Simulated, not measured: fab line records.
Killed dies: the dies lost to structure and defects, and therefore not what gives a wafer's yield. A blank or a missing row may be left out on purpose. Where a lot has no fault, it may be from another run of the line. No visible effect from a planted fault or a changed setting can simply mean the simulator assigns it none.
Matching of chambers || flow n5Finfet || N5_BEOL_M12_DEP_53 on pecvd-04: 3 sister chambers
The step deposits SiCN from 3MS/NH3, target thk 30 nm, time 10.5 s. 6 wafers are shown with their chamber, then 8 later ones without.

## WAFERS, EACH WITH ITS CHAMBER
{"wafer": "L083.3", "chamber": 0, "showerheadPlenumPTorr (Torr)": 4.147, "throttleValvePct (%)": 17.4}
{"wafer": "L083.5", "chamber": 2, "showerheadPlenumPTorr (Torr)": 4.159, "throttleValvePct (%)": 18.0}
{"wafer": "L088.1", "chamber": 2, "showerheadPlenumPTorr (Torr)": 4.158, "throttleValvePct (%)": 18.2}
{"wafer": "L088.2", "chamber": 1, "showerheadPlenumPTorr (Torr)": 4.214, "throttleValvePct (%)": 18.8}
{"wafer": "L088.5", "chamber": 1, "showerheadPlenumPTorr (Torr)": 4.215, "throttleValvePct (%)": 18.8}
{"wafer": "L090.1", "chamber": 0, "showerheadPlenumPTorr (Torr)": 4.151, "throttleValvePct (%)": 17.8}

## WAFERS WITH NO CHAMBER GIVEN
{"wafer": "L090.4", "showerheadPlenumPTorr (Torr)": 4.209, "throttleValvePct (%)": 18.9}
{"wafer": "L090.5", "showerheadPlenumPTorr (Torr)": 4.151, "throttleValvePct (%)": 17.8}
{"wafer": "L094.1", "showerheadPlenumPTorr (Torr)": 4.147, "throttleValvePct (%)": 17.7}
{"wafer": "L094.2", "showerheadPlenumPTorr (Torr)": 4.218, "throttleValvePct (%)": 18.8}
{"wafer": "L094.4", "showerheadPlenumPTorr (Torr)": 4.217, "throttleValvePct (%)": 18.8}
{"wafer": "L096.1", "showerheadPlenumPTorr (Torr)": 4.212, "throttleValvePct (%)": 18.7}
{"wafer": "L096.2", "showerheadPlenumPTorr (Torr)": 4.157, "throttleValvePct (%)": 18.1}
{"wafer": "L096.3", "showerheadPlenumPTorr (Torr)": 4.149, "throttleValvePct (%)": 17.5}

## EACH ONE'S CHAMBER
{"wafer": "L090.4", "from the rows above": 1, "in truth": 1}
{"wafer": "L090.5", "from the rows above": 0, "in truth": 0}
{"wafer": "L094.1", "from the rows above": 0, "in truth": 0}
{"wafer": "L094.2", "from the rows above": 1, "in truth": 1}
{"wafer": "L094.4", "from the rows above": 1, "in truth": 1}
{"wafer": "L096.1", "from the rows above": 1, "in truth": 1}
{"wafer": "L096.2", "from the rows above": 2, "in truth": 2}
{"wafer": "L096.3", "from the rows above": 0, "in truth": 0}
Placed correctly: 8 of 8. From these rows, 0 cannot be placed. Wrongly placed: 0.
How it was worked out, from the rows above alone: a wafer's distance from a chamber is the root of the sum, over the readings, of the square of ((its reading less the chamber's mean) divided by the reading's scatter). If the next closest chamber is less than 2 further off than the closest, the wafer can't be placed; otherwise it belongs to the closest. Each chamber's mean is taken over the wafers shown for it. The scatter: take each reading less its chamber's mean, square it, sum over the shown wafers, divide by the number of wafers less the number of chambers, and take the root.
